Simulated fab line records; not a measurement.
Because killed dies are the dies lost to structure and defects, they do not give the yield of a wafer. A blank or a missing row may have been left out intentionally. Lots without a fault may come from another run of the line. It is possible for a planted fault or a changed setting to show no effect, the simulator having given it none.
Split-lot trial	flow n5-finfet	7 lots, 39 wafers read, on a route of 1938 steps

## SPLIT DETAILS
At N5_WELL_APT_DEVELOP_24 (develop time 45 s), the setting develop-time-s was moved away from the recipe's 45 s on 12 of the 39 wafers read, by -59.6% to +52.2%. The other wafers ran this setting at the recipe's value.

## FROM THE SPLIT ON TO THE READING: in between, the file shows 1 step
- N5_WELL_APT_HARDBAKE_29: time 120 s

## THE READING
WELL_APT.cd-nm (the simulator's own value, which no gauge read), in nm, at N5_WELL_APT_DESCUM_30 (chemistry O2, time 7.9 s). No usual value for it is given in the file. The 27 wafers here that ran the recipe average 200.4 nm, standard deviation 0.77 nm.

wafer	tool, chamber at the split	develop-time-s as run, s	against the recipe	WELL_APT.cd-nm, nm	against lot-mates on the recipe
L076.1	litho-track-01, 0	45	recipe	200	-
L076.2	litho-track-01, 0	45	recipe	200.1	-
L076.3	litho-track-01, 0	36.93	-17.9%	199	-1.4
L076.4	litho-track-01, 0	45	recipe	201.1	-
L076.5	litho-track-01, 0	36.93	-17.9%	200.3	-0.1
L076.6	litho-track-01, 0	36.93	-17.9%	199.5	-0.9
L078.1	litho-track-02, 0	66.75	+48.3%	203.1	+3.3
L078.2	litho-track-02, 0	66.75	+48.3%	202.9	+3.1
L078.3	litho-track-02, 0	45	recipe	199.9	-
L078.5	litho-track-02, 0	45	recipe	199.9	-
L078.4	litho-track-02, 0	45	recipe	199.6	-
L078.6	litho-track-02, 0	66.75	+48.3%	201.9	+2.1
L085.1	litho-track-02, 0	18.16	-59.6%	195.2	-4.9
L085.2	litho-track-02, 0	45	recipe	200.1	-
L085.3	litho-track-02, 0	18.16	-59.6%	193.9	-6.2
L085.4	litho-track-02, 0	45	recipe	200.9	-
L085.5	litho-track-02, 0	18.16	-59.6%	194.4	-5.7
L085.6	litho-track-02, 0	45	recipe	199.2	-
L087.3	litho-track-02, 0	45	recipe	200.5	-
L087.4	litho-track-02, 0	45	recipe	200.9	-
L087.5	litho-track-02, 0	45	recipe	202	-
L091.1	litho-track-02, 0	45	recipe	199.1	-
L091.2	litho-track-02, 0	68.5	+52.2%	202.9	+2.8
L091.3	litho-track-02, 0	68.5	+52.2%	201.6	+1.5
L091.4	litho-track-02, 0	45	recipe	200.2	-
L091.5	litho-track-02, 0	68.5	+52.2%	202.3	+2.2
L091.6	litho-track-02, 0	45	recipe	201.1	-
L096.1	litho-track-03, 0	45	recipe	201.3	-
L096.2	litho-track-03, 0	45	recipe	199.8	-
L096.3	litho-track-03, 0	45	recipe	201.6	-
L096.4	litho-track-03, 0	45	recipe	200.5	-
L096.5	litho-track-03, 0	45	recipe	201.4	-
L096.6	litho-track-03, 0	45	recipe	200.6	-
L097.1	litho-track-01, 0	45	recipe	200.1	-
L097.2	litho-track-01, 0	45	recipe	199.5	-
L097.3	litho-track-01, 0	45	recipe	199.8	-
L097.4	litho-track-01, 0	45	recipe	200.8	-
L097.5	litho-track-01, 0	45	recipe	198.9	-
L097.6	litho-track-01, 0	45	recipe	200.6	-

FIT RESULTS
A straight line over all 39 wafers: WELL_APT.cd-nm changes by +0.0648 nm for each +1% of develop-time-s; r = +0.87; the points scatter about the line by 1 nm.
The same after taking each lot's own level away (the mean of its wafers on the recipe; 39 wafers): +0.0671 nm for each +1%; r = +0.91; scatter 0.83 nm.
That fit puts the effect of the largest move of develop-time-s on the reading at 4 nm.
Measured against the standard deviation above, the lots' own levels, which go from 199.80 to 201.13 nm, span 1.7 times it.
So the lot-to-lot level changes the slope little: the two slopes agree.
Check: with one of the wafers moved furthest among these (-59.6%) left out of the fit, the line predicts -4.1 nm for it against its lot-mates. It came out at -4.87 nm against them.

## THE WHOLE CHAIN: every reading that the file lists as answering this split, in the file's order
step	what it does	reading	change (the file's fit)	r (the file's)
N5_WELL_APT_DEVELOP_24	develop time 45 s	WELL_APT.cd-nm (the simulator's own value, which no gauge read)	+0.0634 nm for each +1% of the setting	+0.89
N5_WELL_APT_DESCUM_30	chemistry O2, time 7.9 s	WELL_APT.cd-nm (the simulator's own value, which no gauge read)	+0.0666 nm for each +1% of the setting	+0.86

## THE FILE'S OWN FIT
WELL_APT.cd-nm changes by +0.0666 nm for each +1% of develop-time-s, r = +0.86.
